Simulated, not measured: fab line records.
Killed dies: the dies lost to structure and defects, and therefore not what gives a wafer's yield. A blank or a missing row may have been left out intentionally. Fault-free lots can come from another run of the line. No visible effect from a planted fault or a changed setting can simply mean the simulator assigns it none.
Matching of chambers | flow n5 finfet | N5_ILD0_CMP_12 on cmp-02: 3 sister chambers
The step polishes SiNx, stops on poly-Si, t overpolish 6 s, target thk 17.67 nm. 6 wafers are shown with their chamber, then 4 later ones without.

EACH WAFER AND ITS CHAMBER
wafer  | chamber | motor current A (A) | head pressure psi (psi)
L553.6 | 0       | 8.5                 | 2.495
L557.1 | 1       | 10.6                | 2.495
L557.4 | 2       | 8.4                 | 2.507
L557.6 | 0       | 8.6                 | 2.501
L564.1 | 1       | 10.1                | 2.503
L564.5 | 2       | 8.9                 | 2.502

WAFERS WHOSE CHAMBER IS MISSING
wafer  | motor current A (A) | head pressure psi (psi)
L564.6 | 10.7                | 2.506
L568.2 | 10.0                | 2.508
L568.5 | 8.8                 | 2.500
L569.1 | 8.6                 | 2.494

CHAMBER TAKEN BY EACH
wafer  | from the rows above     | in truth
L564.6 | 1                       | 1
L568.2 | 1                       | 1
L568.5 | can't be placed: 0 or 2 | 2
L569.1 | can't be placed: 0 or 2 | 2
Correctly placed: 2 of 4. Can't be placed from these rows: 2 (the true chamber is among the candidates in 2). Wrongly placed: 0.
How it was worked out, from the rows above alone: a wafer's distance from a chamber is the root of the sum, over the readings, of the square of ((its reading less the chamber's mean) divided by the reading's scatter). The wafer belongs to the nearest chamber; if the next one is less than 2 further off, it can't be placed. For every chamber, the mean is computed from those of its wafers that are shown. The scatter is the square root of a quotient: the sum, over the shown wafers, of each reading's squared deviation from its chamber's mean, divided by wafers minus chambers.
